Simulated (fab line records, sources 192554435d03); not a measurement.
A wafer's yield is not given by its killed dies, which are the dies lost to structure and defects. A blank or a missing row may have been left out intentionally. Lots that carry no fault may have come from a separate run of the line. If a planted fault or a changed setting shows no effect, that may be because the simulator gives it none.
Chamber matching ; flow n5-finfet ; N5_BEOL_M10_ALD_74 on ald-metal-03: 4 sister chambers
The step deposits TaN, target thk 2 nm, pulse time 2 s, purge time 3 s. 22 wafers are shown with their chamber, then 11 later ones without.

## WAFERS, EACH WITH ITS CHAMBER
wafer;chamber;heater-power-w (W);precursor-vessel-carrier-sccm (sccm);mfc-carrier-sccm (sccm)
L074.2;2;437;1002.5;1498
L074.5;0;492;1000.2;1505
L074.6;1;364;1001.3;1496
L076.3;3;395;1002.1;1494
L076.5;3;397;997.3;1504
L076.6;0;487;998.7;1493
L077.1;2;429;995.6;1496
L077.3;1;368;1000.9;1503
L077.6;0;485;1003.9;1497
L078.1;1;361;999.5;1494
L078.2;2;433;999.9;1506
L078.6;1;361;996.8;1501
L081.1;3;404;1000.3;1490
L081.2;1;362;1004.8;1505
L081.5;1;356;999.9;1504
L082.2;3;390;995.0;1502
L082.5;0;498;999.0;1496
L082.6;3;396;995.2;1506
L086.3;2;427;996.9;1495
L086.5;0;506;1000.6;1500
L086.6;3;388;996.0;1496
L087.2;0;484;998.1;1499

SIGNATURES, as means of the wafers listed above
reading;chamber 0;chamber 1;chamber 2;chamber 3;scatter within a chamber
heater-power-w;492.00;362.00;431.50;395.00;6.09
precursor-vessel-carrier-sccm;1000.083;1000.533;998.725;997.650;2.66
mfc-carrier-sccm;1498.33;1500.50;1498.75;1498.67;5.04
Rule: for a wafer and a chamber, the distance is found by dividing, reading by reading, the gap between the wafer's reading and the chamber's mean by the reading's scatter, squaring, summing and taking the root. The wafer belongs to the nearest chamber; if the next one is less than 2 further off, it can't be placed. How the scatter is found: for the shown wafers, subtract from each reading the mean of its chamber, square and add these, divide the total by (wafers less chambers), then take the root.

## WAFERS WITH NO CHAMBER GIVEN
wafer;heater-power-w (W);precursor-vessel-carrier-sccm (sccm);mfc-carrier-sccm (sccm)
L087.4;403;1001.2;1496
L087.5;361;996.3;1493
L094.3;368;1004.7;1494
L094.4;482;1000.1;1500
L094.6;461;999.9;1493
L093.2;329;999.6;1500
L093.3;420;1002.8;1496
L093.4;476;1005.5;1504
L096.2;406;1003.7;1504
L096.3;375;997.6;1501
L096.5;415;1001.1;1503

## WHICH CHAMBER EACH WENT THROUGH
wafer;from the rows above;in truth
L087.4;3;3
L087.5;1;1
L094.3;1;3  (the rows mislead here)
L094.4;0;0
L094.6;can't be placed: 2 or 0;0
L093.2;1;1
L093.3;2;2
L093.4;0;0
L096.2;can't be placed: 3 or 2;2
L096.3;can't be placed: 1 or 3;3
L096.5;can't be placed: 2 or 3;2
Placed correctly: 6 of 11. Not placeable from these rows: 4 (in 4, the candidates include the true chamber). 1 placed wrongly.
